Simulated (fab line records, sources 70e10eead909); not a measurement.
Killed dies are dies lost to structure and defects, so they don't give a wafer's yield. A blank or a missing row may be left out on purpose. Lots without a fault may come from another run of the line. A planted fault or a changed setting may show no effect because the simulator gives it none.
Tool commonality check | flow nand_harc | 8 lots, 24 wafers sampled

WHY IT WAS OPENED
At NHARC_END_SORT_01 the reading killed_at_periphery is flagged on 3 of 8 lots. Wafers without a fault read 3.4, standard deviation 2.2.
Rule: a lot is flagged when every wafer of it that has a number lies more than 4 standard deviations from that mean, or none has a number. The other lots count as sound.

lot  | measured     | on        | killed_at_periphery, wafer by wafer | flag
L182 | day 20 09:56 | prober-02 | 5 3 4                               |
L187 | day 21 05:53 | prober-02 | 6 5 1                               |
L190 | day 22 00:49 | prober-02 | 1 3 2                               |
L192 | day 22 06:49 | prober-01 | 657 647 646                         | FLAGGED
L193 | day 22 06:58 | prober-02 | 5 6 4                               |
L191 | day 23 07:20 | prober-02 | 656 649 657                         | FLAGGED
L194 | day 23 19:14 | prober-01 | 642 643 648                         | FLAGGED
L203 | day 25 02:05 | prober-02 | 5 3 4                               |
The numbers of the flagged lots are 649.4 on average: +646.0 against the usual, or +99 or more standard deviations.

WHICH TOOL RAN EACH LOT
The record holds 3 process steps before the reading, out of a route of 1159 steps. In each cell: the tool, then ch and the chambers that the sampled wafers went through, then the start.
lot  | flag    | NHARC_P_BONDPAD_PVD_27       | NHARC_A_M1_PVD_20                       | NHARC_A_BONDPAD_DESCUM_11
L182 |         | pvd_sputter-03, day 6 23:07  | pvd_sputter-01, day 18 13:52 or earlier | rie_diel-03 ch 1,2, day 18 13:52
L187 |         | pvd_sputter-03, day 8 01:12  | pvd_sputter-02, day 19 23:30 or earlier | rie_diel-11 ch 0,1, day 19 23:30
L190 |         | pvd_sputter-03, day 8 17:47  | pvd_sputter-01, day 20 09:17 or earlier | rie_diel-03 ch 1,3, day 20 09:17
L192 | FLAGGED | pvd_sputter-03, day 9 15:31  | no row                                  | no row
L193 |         | pvd_sputter-03, day 9 14:11  | pvd_sputter-01, day 20 15:42 or earlier | rie_diel-03 ch 0,2,3, day 20 15:42
L191 | FLAGGED | pvd_sputter-03, day 10 11:39 | no row                                  | no row
L194 | FLAGGED | pvd_sputter-03, day 10 12:53 | no row                                  | no row
L203 |         | pvd_sputter-01, day 12 05:20 | pvd_sputter-03, day 23 18:46 or earlier | rie_diel-03 ch 1,2,3, day 23 18:46
What these steps do:
- NHARC_P_BONDPAD_PVD_27: deposits Cu, target thk 30 nm, time 20.49 s.
- NHARC_A_M1_PVD_20: deposits TaN, target thk 5 nm, time 8.06 s.
- NHARC_A_BONDPAD_DESCUM_11: chemistry O2, time 3 s.
- NHARC_END_SORT_01

FLAGGED OVER TOTAL, TOOL BY TOOL (the gauges that took the reading come last)
step                      | tool           | lots run | flagged | share of the flagged lots | sound lots run after its first flagged lot
NHARC_P_BONDPAD_PVD_27    | pvd_sputter-01 | 1        | 0       | none                      | -
NHARC_P_BONDPAD_PVD_27    | pvd_sputter-03 | 7        | 3       | all                       | 0
NHARC_A_M1_PVD_20         | pvd_sputter-01 | 3        | 0       | none                      | -
NHARC_A_M1_PVD_20         | pvd_sputter-02 | 1        | 0       | none                      | -
NHARC_A_M1_PVD_20         | pvd_sputter-03 | 1        | 0       | none                      | -
NHARC_A_BONDPAD_DESCUM_11 | rie_diel-03    | 4        | 0       | none                      | -
NHARC_A_BONDPAD_DESCUM_11 | rie_diel-11    | 1        | 0       | none                      | -
NHARC_END_SORT_01         | prober-01      | 2        | 2       | some                      | 0
NHARC_END_SORT_01         | prober-02      | 6        | 1       | some                      | 1 (L203)
NHARC_A_M1_PVD_20 gives no start for some lots, so the hours and the order of its lots are those of NHARC_A_BONDPAD_DESCUM_11.

WHAT THE TABLE ALLOWS
1 row of the table ran every flagged lot: pvd_sputter-03 at NHARC_P_BONDPAD_PVD_27.
- pvd_sputter-03 at NHARC_P_BONDPAD_PVD_27: 3 of its 7 lots flagged. Its last sound lot is L193 (day 9 14:11), its first flagged lot L192 (day 9 15:31): a fault that began between those two fits.
One tool is left: pvd_sputter-03 at NHARC_P_BONDPAD_PVD_27.

WHAT THE SIMULATOR HAD PUT IN
Process parameter drift: pvd_sputter-03, from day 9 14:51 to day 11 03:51, at NHARC_P_BONDPAD_PVD_27. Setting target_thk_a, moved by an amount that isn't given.
Lots struck among those shown: L192, L191, L194. The rule above found the same.
